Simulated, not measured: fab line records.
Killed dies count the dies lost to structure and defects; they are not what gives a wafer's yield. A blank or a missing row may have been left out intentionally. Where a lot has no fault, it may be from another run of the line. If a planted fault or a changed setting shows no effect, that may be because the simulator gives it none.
Which of the tools did it? | flow n5 finfet | 12 lots, 36 wafers sampled, at 2 steps of a route of 1938

## WHAT THE GAUGES READ, wafer by wafer
N5_PASSIVATION_OVL_MEAS_63. Usual: PAD_OVL gives 2 nm (standard deviation 5.4).
lot  | measured     | on         | PAD_OVL (nm) | flag
L412 | day 12 07:19 | overlay-01 | -4 8 1       |
L414 | day 13 02:18 | overlay-02 | 9 6 6        |
L416 | day 13 09:58 | overlay-01 | 5 -3 0       |
L418 | day 13 20:20 | overlay-02 | 3 6 1        |
L417 | day 14 01:07 | overlay-02 | -2 -5 -6     |
L420 | day 14 02:00 | overlay-02 | 0 3 7        |
L419 | day 14 12:59 | overlay-02 | 2 1 8        |
L421 | day 14 20:34 | overlay-01 | 3 4 -3       |
L422 | day 15 05:01 | overlay-01 | 2 -7 -9      |
L423 | day 15 10:37 | overlay-01 | -13 -8 -12   |
L424 | day 15 09:54 | overlay-01 | -2 -3 2      |
L428 | day 16 18:01 | overlay-02 | 9 6 12       |

## TOOL THAT RAN EACH LOT (tool first, then ch and the chambers of the sampled wafers, then the start)
lot  | N5_BEOL_M6_HM_OPEN_17
L412 | rie metal-03 ch 0,1, day 9 01:30
L414 | rie metal-01 ch 0, day 9 07:02
L416 | rie metal-03 ch 0,1, day 10 00:49
L418 | rie metal-03 ch 0,1, day 10 13:57
L417 | rie metal-02 ch 0,1, day 10 14:13
L420 | rie metal-01 ch 0,1, day 10 18:07
L419 | rie metal-01 ch 0,1, day 10 19:40
L421 | rie metal-02 ch 0,1, day 11 13:22
L422 | rie metal-02 ch 0,1, day 11 17:29
L423 | rie metal-01 ch 0,1, day 11 18:43
L424 | rie metal-01 ch 0,1, day 11 22:37
L428 | rie metal-01 ch 0,1, day 13 03:31
- N5_BEOL_M6_HM_OPEN_17: chemistry Cl2/BCl3, target TiN, target depth 20 nm, overetch 6 nm.

## AS READ BY THE TOOLS THEMSELVES (means over the sampled wafers that have a number; for cases with no such wafer, the mark the record gives instead)
N5_BEOL_M6_HM_OPEN_17. Usual: drypump motor current A 5.4 A, standard deviation 0.42; oes product au 0.72 a.u., standard deviation 0.077; throttle valve pct 22.1 %, standard deviation 0.36.
lot  | tool         | drypump motor current A (A) | oes product au (a.u.) | throttle valve pct (%) | flag
L412 | rie metal-03 | 5.4                         | 0.68                  | 22.4                   |
L414 | rie metal-01 | 5.1                         | 0.65                  | 21.6                   |
L416 | rie metal-03 | 5.5                         | 0.71                  | 22.5                   |
L418 | rie metal-03 | 5.5                         | 0.71                  | 22.5                   |
L417 | rie metal-02 | 6.0                         | 0.78                  | 21.8                   |
L420 | rie metal-01 | 5.1                         | 0.76                  | 22.0                   |
L419 | rie metal-01 | 5.1                         | 0.75                  | 22.1                   |
L421 | rie metal-02 | 6.0                         | 0.78                  | 21.9                   |
L422 | rie metal-02 | 6.0                         | 0.77                  | 21.8                   |
L423 | rie metal-01 | 5.1                         | 0.73                  | 22.1                   |
L424 | rie metal-01 | 5.1                         | 0.68                  | 21.9                   |
L428 | rie metal-01 | 5.1                         | 0.68                  | 21.9                   |

## THE ANSWER, worked out from the rows above alone
Rule: lot off if the mean of its wafers having a number is beyond 3 standard deviations from the usual mean. A lot without any number at a reading at which 4 lots or more have one is off too. All remaining lots with rows at the step are treated as sound. The gauges are gone through in route order, then the tools' own readings, and for those a lot's mean is taken as printed above. The first step at which some lot is off is used, and at that step the reading that is off furthest; a lot without a number counts as furthest.
No lot is off at any reading shown: from this, nothing can be told.

## WHAT WAS PUT IN BY THE SIMULATOR
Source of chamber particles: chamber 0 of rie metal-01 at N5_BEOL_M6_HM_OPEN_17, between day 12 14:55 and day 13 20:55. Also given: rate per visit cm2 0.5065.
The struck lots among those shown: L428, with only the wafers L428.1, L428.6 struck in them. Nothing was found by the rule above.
